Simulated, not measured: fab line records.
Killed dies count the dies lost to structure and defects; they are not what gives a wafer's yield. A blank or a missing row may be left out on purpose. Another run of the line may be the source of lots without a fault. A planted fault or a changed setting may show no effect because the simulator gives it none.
Which tool was responsible? :: flow n5-finfet :: 9 lots, 27 wafers sampled, at 5 steps of a route of 1938

## WHAT THE GAUGES SHOWED, per wafer
N5_BEOL_M4_RC_MEAS_101. Usual: DIBL_N 35.9 mV/V, standard deviation 1.4; DIBL_P 35.9 mV/V, standard deviation 1.7; IOFF_N 0.155 nA/um, standard deviation 0.023; IOFF_P 0.201 nA/um, standard deviation 0.029; ION_N 672 uA/um, standard deviation 8.8; ION_P 460 uA/um, standard deviation 7; SS_N 71.6 mV/dec, standard deviation 0.48; SS_P 73.1 mV/dec, standard deviation 0.64; VT_N 250.0 mV, standard deviation 3; VT_P -251.6 mV, standard deviation 3.
lot: L234
measured: day 8 02:14
on: prober-02
DIBL_N (mV/V): 34.6 38.2 37.1
DIBL_P (mV/V): 35.1 38.6 37.4
IOFF_N (nA/um): 0.131 0.191 0.174
IOFF_P (nA/um): 0.195 0.252 0.229
ION_N (uA/um): 667 680 672
ION_P (uA/um): 460 464 459
SS_N (mV/dec): 71.7 72.2 71.7
SS_P (mV/dec): 73.3 74.6 74.0
VT_N (mV): 250.4 245.9 247.3
VT_P (mV): -252.1 -250.6 -249.8
flag: 

lot: L235
measured: day 8 04:57
on: prober-02
DIBL_N (mV/V): 34.9 34.1 35.3
DIBL_P (mV/V): 33.6 33.5 35.0
IOFF_N (nA/um): 0.130 0.120 0.145
IOFF_P (nA/um): 0.184 0.181 0.213
ION_N (uA/um): 652 660 664
ION_P (uA/um): 452 455 463
SS_N (mV/dec): 71.9 71.0 71.7
SS_P (mV/dec): 72.2 72.6 72.7
VT_N (mV): 256.1 254.3 251.9
VT_P (mV): -249.7 -250.7 -250.3
flag: 

lot: L240
measured: day 9 10:04
on: prober-01
DIBL_N (mV/V): 34.1 35.3 36.0
DIBL_P (mV/V): 35.0 36.8 37.7
IOFF_N (nA/um): 0.128 0.150 0.161
IOFF_P (nA/um): 0.162 0.179 0.186
ION_N (uA/um): 660 674 676
ION_P (uA/um): 452 457 460
SS_N (mV/dec): 71.6 71.1 72.0
SS_P (mV/dec): 72.4 73.4 73.6
VT_N (mV): 252.3 249.7 251.4
VT_P (mV): -254.1 -254.3 -253.0
flag: 

lot: L241
measured: day 10 00:45
on: prober-02
DIBL_N (mV/V): 33.8 35.1 34.4
DIBL_P (mV/V): 33.6 34.5 34.1
IOFF_N (nA/um): 0.126 0.141 0.131
IOFF_P (nA/um): 0.147 0.155 0.148
ION_N (uA/um): 669 669 665
ION_P (uA/um): 453 443 448
SS_N (mV/dec): 70.9 71.8 70.8
SS_P (mV/dec): 72.7 72.7 72.1
VT_N (mV): 251.1 251.5 252.5
VT_P (mV): -256.9 -256.8 -256.1
flag: 

lot: L242
measured: day 10 08:11
on: prober-01
DIBL_N (mV/V): 37.8 38.1 36.6
DIBL_P (mV/V): 38.9 38.7 35.8
IOFF_N (nA/um): 0.193 0.199 0.166
IOFF_P (nA/um): 0.216 0.217 0.174
ION_N (uA/um): 688 687 660
ION_P (uA/um): 460 466 446
SS_N (mV/dec): 71.6 71.6 71.7
SS_P (mV/dec): 74.2 74.5 72.2
VT_N (mV): 244.7 247.1 249.3
VT_P (mV): -251.0 -250.6 -253.7
flag: 

lot: L243
measured: day 10 18:28
on: prober-02
DIBL_N (mV/V): 33.1 35.3 33.2
DIBL_P (mV/V): 31.8 34.6 32.0
IOFF_N (nA/um): 0.114 0.157 0.117
IOFF_P (nA/um): 0.162 0.205 0.164
ION_N (uA/um): 657 674 674
ION_P (uA/um): 454 459 458
SS_N (mV/dec): 71.0 71.5 69.9
SS_P (mV/dec): 72.5 73.1 71.5
VT_N (mV): 251.4 247.7 253.3
VT_P (mV): -253.1 -252.2 -252.7
flag: 

lot: L247
measured: day 11 08:53
on: prober-02
DIBL_N (mV/V): 36.8 36.6 38.6
DIBL_P (mV/V): 35.0 35.1 36.8
IOFF_N (nA/um): 0.145 0.154 0.183
IOFF_P (nA/um): 0.215 0.227 0.245
ION_N (uA/um): 666 675 684
ION_P (uA/um): 462 469 464
SS_N (mV/dec): 71.4 71.7 71.6
SS_P (mV/dec): 72.6 73.5 74.0
VT_N (mV): 251.2 250.8 248.2
VT_P (mV): -248.6 -249.7 -249.9
flag: 

lot: L250
measured: day 12 05:29
on: prober-01
DIBL_N (mV/V): 38.6 39.0 37.4
DIBL_P (mV/V): 36.4 37.3 35.3
IOFF_N (nA/um): 0.165 0.177 0.144
IOFF_P (nA/um): 0.210 0.217 0.196
ION_N (uA/um): 677 675 675
ION_P (uA/um): 464 457 458
SS_N (mV/dec): 71.7 71.8 71.4
SS_P (mV/dec): 73.7 74.6 73.4
VT_N (mV): 249.1 250.3 247.9
VT_P (mV): -251.6 -251.7 -251.1
flag: 

lot: L251
measured: day 12 11:29
on: prober-02
DIBL_N (mV/V): 36.4 35.6 35.2
DIBL_P (mV/V): 35.5 35.2 34.7
IOFF_N (nA/um): 0.143 0.139 0.133
IOFF_P (nA/um): 0.189 0.183 0.179
ION_N (uA/um): 663 666 671
ION_P (uA/um): 457 455 466
SS_N (mV/dec): 72.0 71.2 70.8
SS_P (mV/dec): 73.6 72.5 72.3
VT_N (mV): 251.3 253.8 253.2
VT_P (mV): -252.0 -253.8 -254.1
flag: 

## WHICH TOOL RAN EACH LOT (tool, then ch and the chambers of the sampled wafers, then the start)
lot: L234
N5_DUMMY_REMOVAL_STRIP_10: rie-diel-01 ch 0,1,3, day 4 02:35
N5_HKMG_FIN_COAT_30: litho-track-01 ch 0, day 4 07:05
N5_HKMG_FIN_ETCH_31: rie-diel-05 ch 0,1,2, day 4 07:26
N5_HKMG_FIN_ETCH_35: rie-diel-05 ch 0,1,2, day 4 07:43

lot: L235
N5_DUMMY_REMOVAL_STRIP_10: rie-diel-01 ch 1,2,3, day 4 06:46
N5_HKMG_FIN_COAT_30: litho-track-04 ch 0, day 4 11:59
N5_HKMG_FIN_ETCH_31: rie-diel-05 ch 0,1,3, day 4 12:29
N5_HKMG_FIN_ETCH_35: rie-diel-05 ch 0,1,3, day 4 12:46

lot: L240
N5_DUMMY_REMOVAL_STRIP_10: rie-diel-04 ch 2,3, day 5 11:44
N5_HKMG_FIN_COAT_30: litho-track-01 ch 0, day 5 16:20
N5_HKMG_FIN_ETCH_31: rie-diel-02 ch 0,2,3, day 5 16:41
N5_HKMG_FIN_ETCH_35: rie-diel-02 ch 0,2,3, day 5 16:58

lot: L241
N5_DUMMY_REMOVAL_STRIP_10: rie-diel-03 ch 1,2, day 5 17:52
N5_HKMG_FIN_COAT_30: litho-track-04 ch 0, day 5 22:16
N5_HKMG_FIN_ETCH_31: rie-diel-02 ch 2,3, day 5 22:47
N5_HKMG_FIN_ETCH_35: rie-diel-02 ch 2,3, day 5 23:04

lot: L242
N5_DUMMY_REMOVAL_STRIP_10: rie-diel-01 ch 0,1, day 6 03:15
N5_HKMG_FIN_COAT_30: litho-track-04 ch 0, day 6 07:55
N5_HKMG_FIN_ETCH_31: rie-diel-02 ch 1,2, day 6 08:17
N5_HKMG_FIN_ETCH_35: rie-diel-02 ch 1,2, day 6 08:33

lot: L243
N5_DUMMY_REMOVAL_STRIP_10: rie-diel-04 ch 0,1,3, day 6 09:04
N5_HKMG_FIN_COAT_30: litho-track-04 ch 0, day 6 13:45
N5_HKMG_FIN_ETCH_31: rie-diel-05 ch 0,1,3, day 6 14:08
N5_HKMG_FIN_ETCH_35: rie-diel-05 ch 0,1,3, day 6 14:28

lot: L247
N5_DUMMY_REMOVAL_STRIP_10: rie-diel-03 ch 1,2,3, day 7 08:49
N5_HKMG_FIN_COAT_30: litho-track-02 ch 0, day 7 13:40
N5_HKMG_FIN_ETCH_31: rie-diel-02 ch 0,2,3, day 7 14:10
N5_HKMG_FIN_ETCH_35: rie-diel-02 ch 0,2,3, day 7 14:26

lot: L250
N5_DUMMY_REMOVAL_STRIP_10: rie-diel-03 ch 0,2, day 7 22:31
N5_HKMG_FIN_COAT_30: litho-track-04 ch 0, day 8 03:29
N5_HKMG_FIN_ETCH_31: rie-diel-02 ch 2,3, day 8 03:59
N5_HKMG_FIN_ETCH_35: rie-diel-02 ch 2,3, day 8 04:14

lot: L251
N5_DUMMY_REMOVAL_STRIP_10: rie-diel-03 ch 0,1,3, day 8 05:47
N5_HKMG_FIN_COAT_30: litho-track-04 ch 0, day 8 10:15
N5_HKMG_FIN_ETCH_31: rie-diel-02 ch 0,2,3, day 8 10:37
N5_HKMG_FIN_ETCH_35: rie-diel-02 ch 0,2,3, day 8 10:53
- N5_DUMMY_REMOVAL_STRIP_10: strips in N2/H2, time 40 s.
- N5_HKMG_FIN_COAT_30: time 60 s, resist thk 35 nm.
- N5_HKMG_FIN_ETCH_31: etches SiARC in CF4, target depth 45.5 nm, time 75.8 s.
- N5_HKMG_FIN_ETCH_35: etches SOC in N2/H2, target depth 215.8 nm, time 243.4 s.

## WHAT THE TOOLS THEMSELVES READ (means of the sampled wafers that have a number; where no wafer has one, the mark that the record gives instead)
N5_DUMMY_REMOVAL_STRIP_10. Usual: drypump-motor-current-A 5.8 A, standard deviation 0.65; n2-flow-sccm 300.0 sccm, standard deviation 0.97; oes-product-au 0.76 a.u., standard deviation 0.09; rf-vpp-V 45.3 V, standard deviation 0.9; showerhead-plenum-p-Torr 3.39 Torr, standard deviation 0.13; throttle-valve-pct 12.24 %, standard deviation 0.26.
lot: L234
tool: rie-diel-01
drypump-motor-current-A (A): 5.6
n2-flow-sccm (sccm): 301.3
oes-product-au (a.u.): 0.73
rf-vpp-V (V): 45.9
showerhead-plenum-p-Torr (Torr): 3.32
throttle-valve-pct (%): 12.29
flag: 

lot: L235
tool: rie-diel-01
drypump-motor-current-A (A): 5.8
n2-flow-sccm (sccm): 299.4
oes-product-au (a.u.): 0.73
rf-vpp-V (V): 45.5
showerhead-plenum-p-Torr (Torr): 3.37
throttle-valve-pct (%): 12.36
flag: 

lot: L240
tool: rie-diel-04
drypump-motor-current-A (A): 6.6
n2-flow-sccm (sccm): 300.4
oes-product-au (a.u.): 0.70
rf-vpp-V (V): 44.7
showerhead-plenum-p-Torr (Torr): 3.26
throttle-valve-pct (%): 12.20
flag: 

lot: L241
tool: rie-diel-03
drypump-motor-current-A (A): 5.7
n2-flow-sccm (sccm): 300.3
oes-product-au (a.u.): 0.74
rf-vpp-V (V): 45.8
showerhead-plenum-p-Torr (Torr): 3.42
throttle-valve-pct (%): 12.37
flag: 

lot: L242
tool: rie-diel-01
drypump-motor-current-A (A): 5.5
n2-flow-sccm (sccm): 299.9
oes-product-au (a.u.): 0.91
rf-vpp-V (V): 45.5
showerhead-plenum-p-Torr (Torr): 3.55
throttle-valve-pct (%): 12.04
flag: 

lot: L243
tool: rie-diel-04
drypump-motor-current-A (A): 5.8
n2-flow-sccm (sccm): 299.3
oes-product-au (a.u.): 0.72
rf-vpp-V (V): 44.9
showerhead-plenum-p-Torr (Torr): 3.40
throttle-valve-pct (%): 12.31
flag: 

lot: L247
tool: rie-diel-03
drypump-motor-current-A (A): 6.0
n2-flow-sccm (sccm): 300.1
oes-product-au (a.u.): 0.82
rf-vpp-V (V): 46.3
showerhead-plenum-p-Torr (Torr): 3.49
throttle-valve-pct (%): 12.15
flag: 

lot: L250
tool: rie-diel-03
drypump-motor-current-A (A): 5.3
n2-flow-sccm (sccm): 298.5
oes-product-au (a.u.): 0.74
rf-vpp-V (V): 45.6
showerhead-plenum-p-Torr (Torr): 3.28
throttle-valve-pct (%): 12.22
flag: 

lot: L251
tool: rie-diel-03
drypump-motor-current-A (A): 5.9
n2-flow-sccm (sccm): 299.6
oes-product-au (a.u.): 0.80
rf-vpp-V (V): 45.5
showerhead-plenum-p-Torr (Torr): 3.45
throttle-valve-pct (%): 12.05
flag: 

N5_HKMG_FIN_COAT_30. Usual: resist-line-temp-C 22.99 C, standard deviation 0.095; spin-speed-rpm 1500.0 rpm, standard deviation 1.1.
lot: L234
tool: litho-track-01
resist-line-temp-C (C): 22.98
spin-speed-rpm (rpm): 1499.9
flag: 

lot: L235
tool: litho-track-04
resist-line-temp-C (C): 23.14
spin-speed-rpm (rpm): 1500.4
flag: 

lot: L240
tool: litho-track-01
resist-line-temp-C (C): 23.04
spin-speed-rpm (rpm): 1499.0
flag: 

lot: L241
tool: litho-track-04
resist-line-temp-C (C): 23.04
spin-speed-rpm (rpm): 1500.6
flag: 

lot: L242
tool: litho-track-04
resist-line-temp-C (C): 22.96
spin-speed-rpm (rpm): 1499.5
flag: 

lot: L243
tool: litho-track-04
resist-line-temp-C (C): 22.98
spin-speed-rpm (rpm): 1499.5
flag: 

lot: L247
tool: litho-track-02
resist-line-temp-C (C): 23.10
spin-speed-rpm (rpm): 1500.4
flag: 

lot: L250
tool: litho-track-04
resist-line-temp-C (C): 23.05
spin-speed-rpm (rpm): 1464.2
flag: OFF

lot: L251
tool: litho-track-04
resist-line-temp-C (C): 23.08
spin-speed-rpm (rpm): 1463.1
flag: OFF

N5_HKMG_FIN_ETCH_31. Usual: drypump-motor-current-A 5.8 A, standard deviation 0.49; etch-rf-on-time-s 76.0 s, standard deviation 1.3; oes-product-au 0.66 a.u., standard deviation 0.075; rf-vpp-V 184.4 V, standard deviation 1.2; showerhead-plenum-p-Torr 2.16 Torr, standard deviation 0.073; throttle-valve-pct 15.60 %, standard deviation 0.24.
lot: L234
tool: rie-diel-05
drypump-motor-current-A (A): 5.5
etch-rf-on-time-s (s): 76.9
oes-product-au (a.u.): 0.64
rf-vpp-V (V): 183.7
showerhead-plenum-p-Torr (Torr): 2.11
throttle-valve-pct (%): 15.75
flag: 

lot: L235
tool: rie-diel-05
drypump-motor-current-A (A): 5.3
etch-rf-on-time-s (s): 77.5
oes-product-au (a.u.): 0.64
rf-vpp-V (V): 184.1
showerhead-plenum-p-Torr (Torr): 2.17
throttle-valve-pct (%): 15.69
flag: 

lot: L240
tool: rie-diel-02
drypump-motor-current-A (A): 6.0
etch-rf-on-time-s (s): 75.4
oes-product-au (a.u.): 0.63
rf-vpp-V (V): 184.1
showerhead-plenum-p-Torr (Torr): 2.16
throttle-valve-pct (%): 15.51
flag: 

lot: L241
tool: rie-diel-02
drypump-motor-current-A (A): 5.8
etch-rf-on-time-s (s): 77.4
oes-product-au (a.u.): 0.60
rf-vpp-V (V): 184.1
showerhead-plenum-p-Torr (Torr): 2.15
throttle-valve-pct (%): 15.62
flag: 

lot: L242
tool: rie-diel-02
drypump-motor-current-A (A): 6.1
etch-rf-on-time-s (s): 76.6
oes-product-au (a.u.): 0.66
rf-vpp-V (V): 185.3
showerhead-plenum-p-Torr (Torr): 2.23
throttle-valve-pct (%): 15.46
flag: 

lot: L243
tool: rie-diel-05
drypump-motor-current-A (A): 5.3
etch-rf-on-time-s (s): 75.6
oes-product-au (a.u.): 0.72
rf-vpp-V (V): 184.5
showerhead-plenum-p-Torr (Torr): 2.17
throttle-valve-pct (%): 15.55
flag: 

lot: L247
tool: rie-diel-02
drypump-motor-current-A (A): 6.0
etch-rf-on-time-s (s): 75.7
oes-product-au (a.u.): 0.62
rf-vpp-V (V): 183.5
showerhead-plenum-p-Torr (Torr): 2.15
throttle-valve-pct (%): 15.54
flag: 

lot: L250
tool: rie-diel-02
drypump-motor-current-A (A): 5.8
etch-rf-on-time-s (s): 78.4
oes-product-au (a.u.): 0.59
rf-vpp-V (V): 183.3
showerhead-plenum-p-Torr (Torr): 2.14
throttle-valve-pct (%): 15.66
flag: 

lot: L251
tool: rie-diel-02
drypump-motor-current-A (A): 6.0
etch-rf-on-time-s (s): 77.1
oes-product-au (a.u.): 0.61
rf-vpp-V (V): 184.4
showerhead-plenum-p-Torr (Torr): 2.15
throttle-valve-pct (%): 15.57
flag: 

N5_HKMG_FIN_ETCH_35. Usual: drypump-motor-current-A 5.8 A, standard deviation 0.49; n2-flow-sccm 200.0 sccm, standard deviation 0.61; oes-product-au 0.77 a.u., standard deviation 0.089; rf-vpp-V 141.8 V, standard deviation 1; showerhead-plenum-p-Torr 2.58 Torr, standard deviation 0.092; throttle-valve-pct 17.87 %, standard deviation 0.26.
lot: L234
tool: rie-diel-05
drypump-motor-current-A (A): 5.5
n2-flow-sccm (sccm): 200.3
oes-product-au (a.u.): 0.74
rf-vpp-V (V): 141.3
showerhead-plenum-p-Torr (Torr): 2.50
throttle-valve-pct (%): 18.00
flag: 

lot: L235
tool: rie-diel-05
drypump-motor-current-A (A): 5.3
n2-flow-sccm (sccm): 199.8
oes-product-au (a.u.): 0.76
rf-vpp-V (V): 141.4
showerhead-plenum-p-Torr (Torr): 2.58
throttle-valve-pct (%): 17.95
flag: 

lot: L240
tool: rie-diel-02
drypump-motor-current-A (A): 6.0
n2-flow-sccm (sccm): 200.1
oes-product-au (a.u.): 0.73
rf-vpp-V (V): 141.3
showerhead-plenum-p-Torr (Torr): 2.57
throttle-valve-pct (%): 17.76
flag: 

lot: L241
tool: rie-diel-02
drypump-motor-current-A (A): 5.8
n2-flow-sccm (sccm): 199.9
oes-product-au (a.u.): 0.70
rf-vpp-V (V): 142.8
showerhead-plenum-p-Torr (Torr): 2.56
throttle-valve-pct (%): 17.87
flag: 

lot: L242
tool: rie-diel-02
drypump-motor-current-A (A): 6.1
n2-flow-sccm (sccm): 200.1
oes-product-au (a.u.): 0.77
rf-vpp-V (V): 142.8
showerhead-plenum-p-Torr (Torr): 2.66
throttle-valve-pct (%): 17.73
flag: 

lot: L243
tool: rie-diel-05
drypump-motor-current-A (A): 5.3
n2-flow-sccm (sccm): 199.9
oes-product-au (a.u.): 0.84
rf-vpp-V (V): 141.8
showerhead-plenum-p-Torr (Torr): 2.58
throttle-valve-pct (%): 17.83
flag: 

lot: L247
tool: rie-diel-02
drypump-motor-current-A (A): 6.0
n2-flow-sccm (sccm): 199.7
oes-product-au (a.u.): 0.72
rf-vpp-V (V): 142.4
showerhead-plenum-p-Torr (Torr): 2.56
throttle-valve-pct (%): 17.78
flag: 

lot: L250
tool: rie-diel-02
drypump-motor-current-A (A): 5.8
n2-flow-sccm (sccm): 200.3
oes-product-au (a.u.): 0.70
rf-vpp-V (V): 141.0
showerhead-plenum-p-Torr (Torr): 2.55
throttle-valve-pct (%): 17.90
flag: 

lot: L251
tool: rie-diel-02
drypump-motor-current-A (A): 6.0
n2-flow-sccm (sccm): 200.5
oes-product-au (a.u.): 0.72
rf-vpp-V (V): 141.6
showerhead-plenum-p-Torr (Torr): 2.56
throttle-valve-pct (%): 17.80
flag: 

## THE ANSWER, worked out from the rows above alone
Rule: lot off if the mean of its wafers having a number is beyond 3 standard deviations from the usual mean. A lot without any number at a reading at which 4 lots or more have one is off too. Where the step has rows for the other lots, those lots are counted as sound. First the gauges in route order, then the tools' own readings, where a lot's mean is used as printed above. The first step at which some lot is off is used, and at that step the reading that is off furthest; a lot without a number counts as furthest.
Off: L250, L251 (N5_HKMG_FIN_COAT_30, spin-speed-rpm).
If a tool, at that step or one of the process steps before it, ran each lot that is off and ran no sound lot following the first of them, it fits. This does not decide it: 2 tools fit, namely rie-diel-03 at N5_DUMMY_REMOVAL_STRIP_10 and litho-track-04 at N5_HKMG_FIN_COAT_30.

## WHAT HAD BEEN PUT IN BY THE SIMULATOR
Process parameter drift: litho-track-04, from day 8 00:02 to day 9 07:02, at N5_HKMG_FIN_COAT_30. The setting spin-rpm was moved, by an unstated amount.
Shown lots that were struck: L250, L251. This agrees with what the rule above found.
